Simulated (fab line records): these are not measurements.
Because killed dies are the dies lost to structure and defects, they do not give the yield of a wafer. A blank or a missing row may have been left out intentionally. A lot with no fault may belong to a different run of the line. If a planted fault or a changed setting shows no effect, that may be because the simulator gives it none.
Chamber matching + flow n5Finfet + 4 sister chambers for N5_BEOL_M10_ETCH_61 on rieDiel-01
The step etches SiARC in CF4, target depth 39 nm, time 65 s. 14 wafers are shown with their chamber, then 7 later ones without.

== EACH WAFER AND ITS CHAMBER ==
| wafer  | chamber | throttleValvePct (%) | showerheadPlenumPTorr (Torr) | oesProductAu (a.u.) |
|--------|---------|----------------------|------------------------------|---------------------|
| L074.1 | 3       | 15.88                | 2.12                         | 0.63                |
| L074.3 | 0       | 15.65                | 2.16                         | 0.69                |
| L074.5 | 2       | 15.75                | 2.15                         | 0.67                |
| L079.2 | 1       | 15.58                | 2.17                         | 0.73                |
| L079.3 | 3       | 15.91                | 2.12                         | 0.61                |
| L079.5 | 2       | 15.78                | 2.15                         | 0.65                |
| L088.2 | 0       | 15.70                | 2.14                         | 0.65                |
| L088.3 | 1       | 15.61                | 2.17                         | 0.71                |
| L088.4 | 2       | 15.80                | 2.14                         | 0.65                |
| L086.1 | 1       | 15.62                | 2.17                         | 0.71                |
| L086.3 | 2       | 15.81                | 2.14                         | 0.65                |
| L086.5 | 3       | 15.92                | 2.11                         | 0.61                |
| L090.3 | 2       | 15.81                | 2.14                         | 0.64                |
| L090.4 | 3       | 15.96                | 2.11                         | 0.60                |

SIGNATURES (means of the wafers above)
| reading               | chamber 0 | chamber 1 | chamber 2 | chamber 3 | scatter within a chamber |
|-----------------------|-----------|-----------|-----------|-----------|--------------------------|
| throttleValvePct      | 15.6750   | 15.6033   | 15.7900   | 15.9175   | 0.0283                   |
| showerheadPlenumPTorr | 2.1500    | 2.1700    | 2.1440    | 2.1150    | 0.00648                  |
| oesProductAu          | 0.6700    | 0.7167    | 0.6520    | 0.6125    | 0.0142                   |
Rule: a wafer's distance from a chamber is the root of the sum, over the readings, of the square of ((its reading less the chamber's mean) divided by the reading's scatter). The wafer belongs to the nearest chamber; if the next one is less than 2 further off, it can't be placed. How the scatter is found: for the shown wafers, subtract from each reading the mean of its chamber, square and add these, divide the total by (wafers less chambers), then take the root.

== WAFERS MISSING THEIR CHAMBER ==
| wafer  | throttleValvePct (%) | showerheadPlenumPTorr (Torr) | oesProductAu (a.u.) |
|--------|----------------------|------------------------------|---------------------|
| L090.6 | 15.60                | 2.17                         | 0.71                |
| L093.2 | 15.95                | 2.11                         | 0.60                |
| L093.3 | 15.63                | 2.16                         | 0.69                |
| L093.4 | 15.72                | 2.14                         | 0.64                |
| L094.3 | 15.63                | 2.16                         | 0.70                |
| L094.5 | 15.85                | 2.13                         | 0.63                |
| L094.6 | 15.73                | 2.14                         | 0.64                |

== WHICH CHAMBER EACH ONE RAN IN ==
| wafer  | from the rows above     | in truth |
|--------|-------------------------|----------|
| L090.6 | 1                       | 1        |
| L093.2 | 3                       | 3        |
| L093.3 | can't be placed: 1 or 0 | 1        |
| L093.4 | can't be placed: 2 or 0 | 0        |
| L094.3 | can't be placed: 1 or 0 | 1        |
| L094.5 | can't be placed: 2 or 3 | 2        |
| L094.6 | can't be placed: 2 or 0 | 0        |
2 of 7 placed correctly. Can't be placed from these rows: 5 (the true chamber is among the candidates in 5). Wrongly placed: 0.
